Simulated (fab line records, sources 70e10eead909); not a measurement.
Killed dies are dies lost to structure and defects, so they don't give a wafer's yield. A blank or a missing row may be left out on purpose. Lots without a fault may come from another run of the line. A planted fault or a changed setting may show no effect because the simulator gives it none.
Chamber matching | flow nand_harc | NHARC_A_BONDPAD_DESCUM_11 on rie_diel-09: 4 sister chambers
The step chemistry O2, time 3 s. 18 wafers are shown with their chamber, then 9 later ones without.

WAFERS WITH THEIR CHAMBER
wafer  | chamber | drypump_motor_current_A (A) | oes_product_au (a.u.) | rf_vpp_V (V)
L885.1 | 3       | 6.1                         | 0.997                 | 58.4
L885.2 | 0       | 5.9                         | 0.995                 | 59.1
L885.4 | 1       | 5.9                         | 0.989                 | 59.3
L883.1 | 0       | 5.9                         | 1.005                 | 58.9
L883.5 | 3       | 6.0                         | 0.991                 | 57.6
L883.6 | 0       | 5.9                         | 1.009                 | 57.6
L884.2 | 3       | 6.0                         | 1.003                 | 58.8
L884.4 | 1       | 5.9                         | 0.999                 | 57.8
L884.5 | 3       | 6.0                         | 1.005                 | 56.5
L886.3 | 3       | 6.0                         | 1.005                 | 59.0
L886.4 | 0       | 5.9                         | 1.000                 | 57.8
L886.5 | 3       | 6.0                         | 0.998                 | 59.0
L893.3 | 0       | 5.9                         | 0.994                 | 57.1
L893.5 | 0       | 5.9                         | 1.001                 | 59.7
L893.6 | 3       | 6.0                         | 0.998                 | 59.1
L894.3 | 2       | 6.6                         | 1.013                 | 57.2
L894.4 | 0       | 5.9                         | 1.000                 | 56.9
L894.5 | 1       | 5.9                         | 0.984                 | 57.6

SIGNATURES (means of the wafers above)
reading                 | chamber 0 | chamber 1 | chamber 2 | chamber 3 | scatter within a chamber
drypump_motor_current_A | 5.900     | 5.900     | 6.600     | 6.014     | 0.0247
oes_product_au          | 1.00057   | 0.99067   | 1.01300   | 0.99957   | 0.00559
rf_vpp_V                | 58.157    | 58.233    | 57.200    | 58.343    | 1.01
Rule: a wafer's distance from a chamber is the root of the sum, over the readings, of the square of ((its reading less the chamber's mean) divided by the reading's scatter). The wafer belongs to the nearest chamber; if the next one is less than 2 further off, it can't be placed. The scatter: the root of (the sum of the squares of (reading less its chamber's mean) over the shown wafers, divided by (wafers less chambers)).

WAFERS WITHOUT THEIR CHAMBER
wafer  | drypump_motor_current_A (A) | oes_product_au (a.u.) | rf_vpp_V (V)
L905.2 | 6.6                         | 1.006                 | 58.1
L905.3 | 6.0                         | 1.013                 | 56.3
L905.4 | 5.9                         | 1.012                 | 58.1
L904.2 | 6.0                         | 0.999                 | 57.5
L904.4 | 5.9                         | 1.003                 | 57.5
L904.5 | 5.9                         | 1.013                 | 56.2
L906.2 | 5.9                         | 0.991                 | 57.9
L906.3 | 6.6                         | 1.016                 | 58.4
L906.6 | 5.9                         | 0.988                 | 57.0

WHICH CHAMBER EACH WENT THROUGH
wafer  | from the rows above     | in truth
L905.2 | 2                       | 2
L905.3 | can't be placed: 3 or 0 | 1
L905.4 | can't be placed: 0 or 1 | 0
L904.2 | 3                       | 3
L904.4 | can't be placed: 0 or 1 | 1
L904.5 | can't be placed: 0 or 1 | 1
L906.2 | can't be placed: 1 or 0 | 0
L906.3 | 2                       | 2
L906.6 | can't be placed: 1 or 0 | 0
Placed correctly: 3 of 9. Can't be placed from these rows: 6 (the true chamber is among the candidates in 5). Placed wrongly: 0.
